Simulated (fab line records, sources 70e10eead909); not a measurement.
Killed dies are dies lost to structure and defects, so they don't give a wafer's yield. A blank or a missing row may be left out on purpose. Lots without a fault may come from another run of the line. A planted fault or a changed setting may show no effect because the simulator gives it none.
Which tool did it? | flow nand_harc | 24 lots, 72 wafers sampled, at 5 steps of a route of 1159

WHAT THE GAUGES READ, wafer by wafer
NHARC_P_BONDPAD_OVL_MEAS_38. Usual: overlay_x_nm -3 nm, standard deviation 5.3; overlay_y_nm -1 nm, standard deviation 4.8.
lot  | measured     | on         | overlay_x_nm (nm) | overlay_y_nm (nm) | flag
L074 | day 6 17:38  | overlay-02 | -4 -3 -4          | -1 -1 -2          |
L075 | day 6 23:15  | overlay-02 | -1 -1 -1          | 3 3 3             |
L076 | day 6 23:47  | overlay-01 | -4 -4 -4          | 3 3 3             |
L077 | day 7 10:17  | overlay-01 | -2 -2 -2          | -1 -2 -1          |
L078 | day 7 11:04  | overlay-01 | -1 -1 -2          | 0 1 0             |
L080 | day 7 16:13  | overlay-01 | 3 3 3             | -10 -10 -10       |
L079 | day 7 16:41  | overlay-02 | -11 -11 -11       | 3 2 2             |
L081 | day 8 08:55  | overlay-01 | -1 -2 -2          | -6 -6 -6          |
L082 | day 8 11:55  | overlay-01 | -13 -13 -13       | -1 -1 -1          |
L083 | day 8 12:49  | overlay-02 | -2 -2 -2          | 1 1 1             |
L084 | day 9 02:56  | overlay-01 | 12 12 12          | -3 -2 -3          |
L085 | day 9 03:53  | overlay-02 | -1 -2 -2          | -4 -5 -5          |
L087 | day 9 12:57  | overlay-02 | -1 -1 -1          | -11 -11 -11       |
L086 | day 9 19:01  | overlay-01 | -5 -5 -5          | 0 0 0             |
L088 | day 10 02:46 | overlay-01 | -2 -1 -1          | 3 4 3             |
L089 | day 10 05:35 | overlay-01 | -9 -9 -9          | -4 -4 -4          |
L090 | day 10 15:01 | overlay-02 | -8 -8 -7          | -7 -7 -6          |
L092 | day 10 15:57 | overlay-01 | 5 5 5             | 1 1 2             |
L091 | day 10 16:31 | overlay-01 | -9 -9 -9          | 0 0 0             |
L094 | day 11 02:27 | overlay-01 | -1 0 0            | 3 3 3             |
L093 | day 11 03:58 | overlay-02 | -2 -1 -2          | 1 1 2             |
L095 | day 11 10:23 | overlay-02 | -2 -2 -2          | 3 2 3             |
L096 | day 11 20:05 | overlay-01 | -9 -9 -9          | 11 11 12          |
L097 | day 12 10:32 | overlay-01 | 0 0 0             | 4 4 4             |

NHARC_P_BONDPAD_CD_MEAS_13. Usual: cd_nm 499.0 nm, standard deviation 2.
lot  | measured     | on        | cd_nm (nm)        | flag
L074 | day 6 18:08  | cd_sem-02 | 497.5 498.4 495.0 |
L075 | day 6 23:43  | cd_sem-02 | 499.5 498.1 496.9 |
L076 | day 7 00:14  | cd_sem-02 | 497.9 498.9 499.3 |
L077 | day 7 10:44  | cd_sem-03 | 496.1 497.2 499.5 |
L078 | day 7 11:33  | cd_sem-02 | 501.1 502.7 500.8 |
L080 | day 7 16:40  | cd_sem-03 | 492.9 499.9 494.5 |
L079 | day 7 17:08  | cd_sem-03 | 500.4 498.8 499.8 |
L081 | day 8 09:30  | cd_sem-03 | 501.5 496.9 498.0 |
L082 | day 8 12:21  | cd_sem-02 | 499.3 497.6 498.3 |
L083 | day 8 13:16  | cd_sem-03 | 498.2 499.4 498.8 |
L084 | day 9 03:22  | cd_sem-01 | 496.0 499.4 499.8 |
L085 | day 9 04:19  | cd_sem-01 | 498.2 499.8 498.6 |
L087 | day 9 13:23  | cd_sem-01 | 499.2 497.2 497.1 |
L086 | day 9 19:27  | cd_sem-03 | 500.9 499.1 501.7 |
L088 | day 10 03:13 | cd_sem-02 | 501.1 500.7 501.2 |
L089 | day 10 06:02 | cd_sem-01 | 500.8 503.3 499.0 |
L090 | day 10 15:29 | cd_sem-01 | 500.4 498.2 499.1 |
L092 | day 10 16:29 | cd_sem-01 | 497.5 497.9 496.8 |
L091 | day 10 17:03 | cd_sem-03 | 499.6 498.3 495.4 |
L094 | day 11 02:53 | cd_sem-02 | 497.7 497.7 497.4 |
L093 | day 11 04:25 | cd_sem-01 | 496.9 502.4 500.9 |
L095 | day 11 10:49 | cd_sem-03 | 501.0 499.4 498.9 |
L096 | day 11 20:31 | cd_sem-03 | 497.3 498.0 497.6 |
L097 | day 12 10:59 | cd_sem-01 | 500.1 499.6 498.6 |

NHARC_P_BONDPAD_THK_MEAS_20: measures by xrf. Usual: thk_nm 160.7 nm, standard deviation 1.5.
lot  | measured     | on            | thk_nm (nm)       | flag
L074 | day 6 20:16  | film_metro-01 | 161.0 159.6 162.3 |
L075 | day 7 02:11  | film_metro-01 | 163.6 160.4 160.0 |
L076 | day 7 02:18  | film_metro-01 | 160.6 162.3 158.8 |
L077 | day 7 12:49  | film_metro-02 | 159.4 162.1 159.9 |
L078 | day 7 13:37  | film_metro-01 | 160.5 163.2 162.0 |
L080 | day 7 18:44  | film_metro-02 | 159.1 160.1 159.7 |
L079 | day 7 19:16  | film_metro-02 | 161.6 158.8 156.9 |
L081 | day 8 11:41  | film_metro-01 | 162.1 160.9 162.5 |
L082 | day 8 14:30  | film_metro-02 | 159.8 162.6 159.3 |
L083 | day 8 16:05  | film_metro-02 | 159.3 161.2 159.3 |
L084 | day 9 05:27  | film_metro-02 | 161.6 160.7 161.1 |
L085 | day 9 06:56  | film_metro-01 | 160.3 161.0 161.5 |
L087 | day 9 15:55  | film_metro-01 | 159.7 158.7 159.0 |
L086 | day 9 21:55  | film_metro-01 | 161.2 160.3 158.7 |
L088 | day 10 05:22 | film_metro-02 | 162.7 159.8 159.9 |
L089 | day 10 08:04 | film_metro-02 | 161.0 160.8 157.1 |
L090 | day 10 17:54 | film_metro-02 | 160.5 160.3 160.8 |
L092 | day 10 18:35 | film_metro-01 | 161.1 165.4 162.6 |
L091 | day 10 19:05 | film_metro-01 | 161.6 161.0 159.3 |
L094 | day 11 04:58 | film_metro-01 | 160.2 161.0 163.5 |
L093 | day 11 06:28 | film_metro-01 | 159.7 160.8 159.9 |
L095 | day 11 12:51 | film_metro-02 | 159.7 163.0 162.3 |
L096 | day 11 22:34 | film_metro-01 | 161.2 160.6 158.2 |
L097 | day 12 13:01 | film_metro-02 | 159.9 157.9 162.4 |

WHICH TOOL RAN EACH LOT (tool, then ch and the chambers of the sampled wafers, then the start)
lot  | NHARC_P_M1_PRE_CLEAN_32         | NHARC_P_M2_ETCH_35
L074 | pecvd-04 ch 0,1, day 6 11:37    | rie_diel-05 ch 0,1,2, day 6 13:13
L075 | pecvd-01 ch 1,2, day 6 17:31    | rie_diel-04 ch 0,1,2, day 6 18:58
L076 | pecvd-04 ch 1,2, day 6 17:56    | rie_diel-04 ch 0,1,2, day 6 19:32
L077 | pecvd-03 ch 0,2, day 7 04:29    | rie_diel-04 ch 0,3, day 7 05:55
L078 | pecvd-01 ch 0,1,2, day 7 04:59  | rie_diel-04 ch 0,2,3, day 7 06:35
L080 | pecvd-03 ch 0,1,2, day 7 10:14  | rie_diel-07 ch 0,1,3, day 7 11:49
L079 | pecvd-01 ch 0,1, day 7 10:26    | rie_diel-04 ch 0,1,3, day 7 12:03
L081 | pecvd-01 ch 0,2, day 8 03:07    | rie_diel-04 ch 1,2,3, day 8 04:34
L082 | pecvd-03 ch 1,2, day 8 06:01    | rie_diel-04 ch 1,3, day 8 07:30
L083 | pecvd-03 ch 0,1,2, day 8 07:01  | rie_diel-04 ch 1,2,3, day 8 08:31
L084 | pecvd-01 ch 1,2, day 8 20:55    | rie_diel-04 ch 0,1,2, day 8 22:36
L085 | pecvd-04 ch 0,1,2, day 8 22:01  | rie_diel-04 ch 0,1,3, day 8 23:36
L087 | pecvd-01 ch 0,2, day 9 06:52    | rie_diel-04 ch 0,1,2, day 9 08:26
L086 | pecvd-01 ch 0,1,2, day 9 13:08  | rie_diel-04 ch 0,1,2, day 9 14:37
L088 | pecvd-04 ch 0,1, day 9 20:58    | rie_diel-04 ch 0,2,3, day 9 22:26
L089 | pecvd-04 ch 0,1,2, day 9 23:35  | rie_diel-04 ch 1,2, day 10 01:12
L090 | pecvd-01 ch 1,2, day 10 08:43   | rie_diel-04 ch 0,1, day 10 10:37
L092 | pecvd-04 ch 0,1,2, day 10 09:45 | rie_diel-04 ch 0,1,3, day 10 11:21
L091 | pecvd-03 ch 1,2, day 10 10:32   | rie_diel-04 ch 0,1,3, day 10 12:07
L094 | pecvd-01 ch 1,2, day 10 20:28   | rie_diel-04 ch 1,2,3, day 10 22:13
L093 | pecvd-04 ch 0,1,2, day 10 21:56 | rie_diel-04 ch 1,2,3, day 10 23:36
L095 | pecvd-03 ch 0,1,2, day 11 04:40 | rie_diel-04 ch 1,2,3, day 11 06:09
L096 | pecvd-04 ch 0,1,2, day 11 14:15 | rie_diel-04 ch 0,1,3, day 11 15:50
L097 | pecvd-04 ch 0,1,2, day 12 04:35 | rie_diel-05 ch 0,1,2, day 12 06:17
- NHARC_P_M1_PRE_CLEAN_32: time 12 s.
- NHARC_P_M2_ETCH_35: etches the open film in N2/H2, target depth 40 nm, overetch 12 nm, time 43.94 s.

WHAT THE TOOLS THEMSELVES READ (means of the sampled wafers that have a number; where no wafer has one, the mark that the record gives instead)
NHARC_P_M1_PRE_CLEAN_32. Usual: heater_power_w 642 W, standard deviation 67.
lot  | tool     | heater_power_w (W) | flag
L074 | pecvd-04 | 605                |
L075 | pecvd-01 | 641                |
L076 | pecvd-04 | 753                |
L077 | pecvd-03 | 557                |
L078 | pecvd-01 | 649                |
L080 | pecvd-03 | 623                |
L079 | pecvd-01 | 563                |
L081 | pecvd-01 | 665                |
L082 | pecvd-03 | 565                |
L083 | pecvd-03 | 599                |
L084 | pecvd-01 | 620                |
L085 | pecvd-04 | 668                |
L087 | pecvd-01 | 606                |
L086 | pecvd-01 | 578                |
L088 | pecvd-04 | 681                |
L089 | pecvd-04 | 665                |
L090 | pecvd-01 | 696                |
L092 | pecvd-04 | 668                |
L091 | pecvd-03 | 572                |
L094 | pecvd-01 | 609                |
L093 | pecvd-04 | 700                |
L095 | pecvd-03 | 596                |
L096 | pecvd-04 | 744                |
L097 | pecvd-04 | 715                |

NHARC_P_M2_ETCH_35. Usual: bias_w 150.0 W, standard deviation 0.41; chamber_pressure_mTorr 29.997 mTorr, standard deviation 0.027; drypump_motor_current_A 5.8 A, standard deviation 0.39; h2_flow_sccm 150.0 sccm, standard deviation 0.45; oes_product_au 0.992 a.u., standard deviation 0.0082; rf_vpp_V 430 V, standard deviation 3.3; showerhead_plenum_p_Torr 2.03 Torr, standard deviation 0.12; throttle_valve_pct 14.173 %, standard deviation 0.0092.
lot  | tool        | bias_w (W) | chamber_pressure_mTorr (mTorr) | drypump_motor_current_A (A) | h2_flow_sccm (sccm) | oes_product_au (a.u.) | rf_vpp_V (V) | showerhead_plenum_p_Torr (Torr) | throttle_valve_pct (%) | flag
L074 | rie_diel-05 | 149.8      | 29.995                         | 5.6                         | 150.0               | 1.009                 | 431          | 2.06                            | 14.175                 |
L075 | rie_diel-04 | 150.7      | 30.018                         | 5.6                         | 150.1               | 0.994                 | 428          | 1.97                            | 14.175                 |
L076 | rie_diel-04 | 150.0      | 30.008                         | 5.6                         | 149.8               | 0.993                 | 429          | 1.96                            | 14.174                 |
L077 | rie_diel-04 | 150.2      | 29.986                         | 5.6                         | 149.8               | 0.989                 | 430          | 2.00                            | 14.174                 |
L078 | rie_diel-04 | 149.9      | 29.990                         | 5.8                         | 150.0               | 0.991                 | 430          | 2.00                            | 14.175                 |
L080 | rie_diel-07 | 150.1      | 29.990                         | 5.7                         | 149.7               | 0.992                 | 432          | 2.11                            | 14.181                 |
L079 | rie_diel-04 | 149.8      | 30.008                         | 5.7                         | 150.0               | 0.994                 | 431          | 2.06                            | 14.175                 |
L081 | rie_diel-04 | 149.9      | 30.006                         | 6.0                         | 150.0               | 0.995                 | 431          | 2.06                            | 14.172                 |
L082 | rie_diel-04 | 150.1      | 30.019                         | 6.1                         | 149.4               | 0.993                 | 434          | 2.16                            | 14.173                 |
L083 | rie_diel-04 | 150.0      | 29.979                         | 6.0                         | 149.4               | 0.994                 | 431          | 2.06                            | 14.172                 |
L084 | rie_diel-04 | 149.7      | 30.024                         | 5.6                         | 150.4               | 0.990                 | 428          | 1.96                            | 14.166                 |
L085 | rie_diel-04 | 150.1      | 29.985                         | 5.7                         | 150.0               | 0.990                 | 431          | 2.06                            | 14.176                 |
L087 | rie_diel-04 | 149.7      | 29.990                         | 5.6                         | 149.9               | 0.995                 | 429          | 1.96                            | 14.178                 |
L086 | rie_diel-04 | 149.8      | 29.983                         | 5.6                         | 149.7               | 0.989                 | 429          | 1.96                            | 14.175                 |
L088 | rie_diel-04 | 149.6      | 29.997                         | 5.8                         | 150.0               | 0.992                 | 429          | 2.00                            | 14.177                 |
L089 | rie_diel-04 | 150.3      | 29.970                         | 5.8                         | 150.5               | 0.988                 | 430          | 2.02                            | 14.166                 |
L090 | rie_diel-04 | 149.8      | 30.006                         | 5.6                         | 150.2               | 0.996                 | 430          | 2.02                            | 14.170                 |
L092 | rie_diel-04 | 150.1      | 29.999                         | 5.8                         | 149.9               | 0.992                 | 431          | 2.06                            | 14.178                 |
L091 | rie_diel-04 | 149.8      | 29.972                         | 5.7                         | 150.1               | 0.989                 | 430          | 2.06                            | 14.170                 |
L094 | rie_diel-04 | 150.1      | 30.008                         | 6.0                         | 150.0               | 0.998                 | 431          | 2.06                            | 14.172                 |
L093 | rie_diel-04 | 150.1      | 29.984                         | 6.0                         | 149.9               | 0.983                 | 431          | 2.06                            | 14.174                 |
L095 | rie_diel-04 | 150.2      | 29.991                         | 6.0                         | 150.3               | 0.999                 | 430          | 2.06                            | 14.170                 |
L096 | rie_diel-04 | 149.9      | 29.975                         | 5.7                         | 150.1               | 0.991                 | 432          | 2.06                            | 14.176                 |
L097 | rie_diel-05 | 149.9      | 30.011                         | 5.6                         | 150.3               | 0.991                 | 431          | 2.04                            | 14.175                 |

THE ANSWER, worked out from the rows above alone
Rule: a lot is off if the mean of its wafers that have a number lies more than 3 standard deviations from the usual mean. A lot without any number at a reading at which 4 lots or more have one is off too. The other lots that the step has rows for count as sound. The gauges are gone through in route order, then the tools' own readings, and for those a lot's mean is taken as printed above. The first step at which some lot is off is used, and at that step the reading that is off furthest; a lot without a number counts as furthest.
No lot is off at any reading shown: from this, nothing can be told.

WHAT THE SIMULATOR HAD PUT IN
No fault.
